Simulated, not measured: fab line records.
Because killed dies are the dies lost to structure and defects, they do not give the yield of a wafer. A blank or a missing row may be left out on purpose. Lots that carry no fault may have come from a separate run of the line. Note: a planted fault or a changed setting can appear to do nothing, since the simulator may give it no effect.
Matching of chambers | flow n5 finfet | N5_GATE_CUT_HM_DEP_46 on pecvd-04: 3 sister chambers
The step deposits SiO2 from TEOS/O2, target thk 130 nm, time 26.6 s. 30 wafers are shown with their chamber, then 12 later ones without.

WAFERS PAIRED WITH THEIR CHAMBERS
wafer  | chamber | throttle valve pct (%) | showerhead plenum p Torr (Torr) | heater power w (W)
L074.1 | 1       | 19.5                   | 8.36                            | 412
L074.3 | 0       | 18.7                   | 8.35                            | 640
L074.5 | 0       | 18.9                   | 8.34                            | 664
L077.2 | 0       | 18.9                   | 8.35                            | 660
L077.4 | 0       | 18.9                   | 8.33                            | 662
L077.6 | 1       | 19.5                   | 8.36                            | 528
L078.1 | 0       | 18.7                   | 8.35                            | 581
L078.4 | 2       | 17.4                   | 8.28                            | 578
L078.6 | 1       | 19.4                   | 8.36                            | 418
L079.1 | 1       | 19.2                   | 8.35                            | 486
L079.2 | 2       | 17.7                   | 8.27                            | 586
L079.4 | 1       | 19.1                   | 8.36                            | 497
L081.2 | 0       | 18.9                   | 8.32                            | 628
L081.4 | 1       | 19.1                   | 8.38                            | 484
L081.6 | 0       | 18.9                   | 8.35                            | 644
L082.1 | 2       | 17.6                   | 8.27                            | 506
L082.4 | 0       | 18.6                   | 8.32                            | 665
L082.6 | 1       | 19.5                   | 8.37                            | 492
L084.2 | 2       | 17.3                   | 8.27                            | 565
L084.4 | 1       | 19.4                   | 8.35                            | 524
L084.5 | 0       | 18.8                   | 8.34                            | 592
L086.2 | 1       | 19.4                   | 8.37                            | 478
L086.4 | 1       | 19.5                   | 8.35                            | 489
L086.5 | 0       | 18.9                   | 8.34                            | 556
L089.1 | 1       | 19.4                   | 8.35                            | 553
L089.2 | 0       | 18.6                   | 8.34                            | 608
L089.4 | 1       | 18.9                   | 8.37                            | 412
L091.1 | 2       | 17.8                   | 8.29                            | 578
L091.2 | 0       | 18.7                   | 8.33                            | 566
L091.4 | 2       | 17.6                   | 8.26                            | 568

SIGNATURES (means of the wafers above)
reading                  | chamber 0 | chamber 1 | chamber 2 | scatter within a chamber
throttle valve pct       | 18.792    | 19.325    | 17.567    | 0.171
showerhead plenum p Torr | 8.3383    | 8.3608    | 8.2733    | 0.0105
heater power w           | 622.17    | 481.08    | 563.50    | 40.9
Rule: for each reading, subtract the chamber's mean from the wafer's reading, divide by that reading's scatter and square the result; add these up over the readings and take the root, which gives the wafer's distance from the chamber. The wafer belongs to the nearest chamber; if the next one is less than 2 further off, it can't be placed. The scatter: the root of (the sum of the squares of (reading less its chamber's mean) over the shown wafers, divided by (wafers less chambers)).

WAFERS MISSING THEIR CHAMBER
wafer  | throttle valve pct (%) | showerhead plenum p Torr (Torr) | heater power w (W)
L093.2 | 17.6                   | 8.27                            | 587
L093.4 | 19.6                   | 8.36                            | 537
L093.6 | 17.6                   | 8.28                            | 582
L094.3 | 17.9                   | 8.26                            | 490
L094.4 | 17.8                   | 8.27                            | 482
L094.5 | 19.2                   | 8.36                            | 540
L097.1 | 19.5                   | 8.35                            | 484
L097.2 | 17.8                   | 8.27                            | 545
L097.3 | 18.7                   | 8.33                            | 639
L097.4 | 18.9                   | 8.36                            | 644
L097.5 | 19.1                   | 8.37                            | 485
L097.6 | 17.5                   | 8.28                            | 559

EACH ONE'S CHAMBER
wafer  | from the rows above | in truth
L093.2 | 2                   | 2
L093.4 | 1                   | 1
L093.6 | 2                   | 2
L094.3 | 2                   | 2
L094.4 | 2                   | 2
L094.5 | 1                   | 1
L097.1 | 1                   | 1
L097.2 | 2                   | 2
L097.3 | 0                   | 0
L097.4 | 0                   | 0
L097.5 | 1                   | 1
L097.6 | 2                   | 2
12 of 12 placed correctly. From these rows, 0 cannot be placed. Wrongly placed: 0.
